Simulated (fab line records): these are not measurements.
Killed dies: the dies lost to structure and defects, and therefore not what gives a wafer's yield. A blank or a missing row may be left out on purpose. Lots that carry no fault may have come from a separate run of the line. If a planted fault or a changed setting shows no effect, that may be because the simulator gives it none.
The same fault as seen by 2 desks / flow n5-finfet / only its own numbers are on each desk; what lay behind them is given at the end

FROM THE METROLOGY DESK
Lot by lot, what the gauges showed, no matter which tool ran the lot: averages of those sampled wafers that carry a number. If a lot's mean is further than 4 standard deviations from the usual mean, the lot is out of limits and carries the mark OUT (the distance appears in the brackets).
Columns: A = M14_RS at N5_BEOL_M14_RS_MEAS_54, usual 0.0333 ohm/sq; B = M15_ILD_THK at N5_BEOL_M15_THK_MEAS_01, usual 1631 nm; C = cd-nm at N5_BEOL_M15_CD_MEAS_17, usual 360.6 nm
lot=L863; first seen here=day 11 20:00; A=0.0341; B=1623; C=356.6
lot=L864; first seen here=day 11 20:52; A=0.0333; B=1627; C=359.4
lot=L865; first seen here=day 12 12:43; A=0.0331; B=1622; C=359.2
lot=L867; first seen here=day 12 20:09; A=0.0328; B=1644; C=361.7
lot=L872; first seen here=day 14 11:37; A=0.0338; B=2122 (+20) OUT; C=364.0
lot=L876; first seen here=day 14 20:34; A=0.0326; B=2340 (+28) OUT; C=369.1 (+4.0) OUT
lot=L877; first seen here=day 15 12:28; A=0.0329; B=2109 (+19) OUT; C=365.0
lot=L881; first seen here=day 16 15:14; A=0.0328; B=1631; C=361.4
lot=L884; first seen here=day 16 21:18; A=0.0337; B=1651; C=357.8
lot=L882; first seen here=day 17 00:45; A=0.0330; B=1663; C=362.9
This desk finds L872, L876, L877 out of limits, with the earliest case on L872 at day 14 11:55 (M15_ILD_THK at N5_BEOL_M15_THK_MEAS_01). In limits: L863, L864, L865, L867, L881, L884, L882.

AT THE TOOL OWNER'S DESK: pecvd-04
The tool's own readings at N5_BEOL_M15_ILD_DEP_00 (deposits SiO2 from TEOS/O2, target thk 1629.3 nm, time 346.1 s): means of the sampled wafers that have a number, for each lot that ran on this tool. If a lot's mean is further than 4 standard deviations from the usual mean, the lot is out of limits and carries the mark OUT (the distance appears in the brackets).
Columns: A = heater-power-w at N5_BEOL_M15_ILD_DEP_00, usual 538 W; B = run-length-s at N5_BEOL_M15_ILD_DEP_00, usual 389.1 s; C = showerhead-plenum-p-Torr at N5_BEOL_M15_ILD_DEP_00, usual 8.337 Torr; D = throttle-valve-pct at N5_BEOL_M15_ILD_DEP_00, usual 18.5 %
lot=L863; first seen here=day 11 20:04; A=525; B=389.4; C=8.370; D=18.4
lot=L865; first seen here=day 12 12:47; A=558; B=389.6; C=8.345; D=18.4
lot=L867; first seen here=day 12 20:13; A=494; B=389.3; C=8.352; D=18.3
lot=L872; first seen here=day 14 11:40; A=453; B=492.8 (+99 or more) OUT; C=8.366; D=18.4
lot=L876; first seen here=day 14 20:38; A=525; B=544.1 (+99 or more) OUT; C=8.317; D=18.6
lot=L877; first seen here=day 15 12:31; A=439; B=493.2 (+99 or more) OUT; C=8.341; D=18.7
This desk's finding: out of limits on L872, L876, L877; first on L872, day 14 11:40 (run-length-s at N5_BEOL_M15_ILD_DEP_00). In limits: L863, L865, L867.

TAKEN TOGETHER
An alarm could have come from the tool owner's desk at day 14 11:40, on L872, L876, L877.
On L872, L876, L877, the metrology desk was in a position to raise an alarm at day 14 11:55.
The lots listed all ran N5_BEOL_M15_ILD_DEP_00 on pecvd-04.

WHAT THE SIMULATOR HAD INSERTED
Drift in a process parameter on pecvd-04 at N5_BEOL_M15_ILD_DEP_00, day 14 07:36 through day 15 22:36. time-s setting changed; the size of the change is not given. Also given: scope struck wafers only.
Struck lots among those shown: L872, L876, L877.
Hours from the fault's start to each desk's first reading out of limits: the tool owner's desk, 4; the metrology desk, 4.
